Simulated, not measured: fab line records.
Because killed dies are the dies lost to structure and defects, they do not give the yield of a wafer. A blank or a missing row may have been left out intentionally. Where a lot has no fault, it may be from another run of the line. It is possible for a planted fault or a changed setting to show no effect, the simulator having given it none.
Which of the tools did it? :: flow n5 finfet :: Sampling: 9 lots, 26 wafers, 2 of 1938 route steps

## WHAT EACH GAUGE READ, for each wafer
N5_WELL_APT_OVL_MEAS_26.
lot: L366
measured: day 1 14:58
on: overlay-02
PWELL_OVL (nm): 1 -5 -8

lot: L370
measured: day 2 14:58
on: overlay-01
PWELL_OVL (nm): -11 -3 -4

lot: L371
measured: day 2 20:50
on: overlay-01
PWELL_OVL (nm): -7 -13 -4

lot: L372
measured: day 3 03:02
on: overlay-02
PWELL_OVL (nm): 8 1 4

lot: L374
measured: day 3 15:14
on: overlay-01
PWELL_OVL (nm): 1 2 -2

lot: L384
measured: day 6 03:16
on: overlay-01
PWELL_OVL (nm): -11 -17 -19

lot: L386
measured: day 6 14:58
on: overlay-01
PWELL_OVL (nm): 4 -1 1

lot: L387
measured: day 6 20:59
on: overlay-02
PWELL_OVL (nm): -6 -5

lot: L388
measured: day 7 03:08
on: overlay-02
PWELL_OVL (nm): -2 -4 -4

## EACH LOT AND THE TOOL THAT RAN IT (in order: tool; ch and the chambers of the sampled wafers; start)
lot: L366
N5_ZERO_LAYER_ETCH_18: rie si-02 ch 0,1,2, day 1 12:56

lot: L370
N5_ZERO_LAYER_ETCH_18: rie si-03 ch 0,1,3, day 2 13:00

lot: L371
N5_ZERO_LAYER_ETCH_18: rie si-05 ch 0,1, day 2 18:47

lot: L372
N5_ZERO_LAYER_ETCH_18: rie si-02 ch 0,2,3, day 3 00:48

lot: L374
N5_ZERO_LAYER_ETCH_18: rie si-05 ch 0,1,3, day 3 13:08

lot: L384
N5_ZERO_LAYER_ETCH_18: rie si-05 ch 2,3, day 6 01:03

lot: L386
N5_ZERO_LAYER_ETCH_18: rie si-02 ch 0,1,3, day 6 12:55

lot: L387
N5_ZERO_LAYER_ETCH_18: rie si-02 ch 1,3, day 6 18:49

lot: L388
N5_ZERO_LAYER_ETCH_18: rie si-02 ch 0,2,3, day 7 00:47
- N5_ZERO_LAYER_ETCH_18: etches Si in HBr/Cl2, target depth 120 nm, time 40 s.

## THE ANSWER, worked out from the rows above alone
Rule: usual is defined by the lots themselves. Put in order of their means at a reading, lots are off if they are a third of the lots or fewer, leave a main group of 4 or more, and stand apart from it by a gap of 3 or more times the standard deviation of the main group's means; of several such gaps the widest counts. A main group whose means are all the same, to the digits that the tables above print for the reading, isn't used. Also off: a lot with no number at a reading for which 4 or more lots have one. The other lots that the step has rows for count as sound.
No lot is off at any reading shown: from this, nothing can be told.

## WHAT WAS PUT IN BY THE SIMULATOR
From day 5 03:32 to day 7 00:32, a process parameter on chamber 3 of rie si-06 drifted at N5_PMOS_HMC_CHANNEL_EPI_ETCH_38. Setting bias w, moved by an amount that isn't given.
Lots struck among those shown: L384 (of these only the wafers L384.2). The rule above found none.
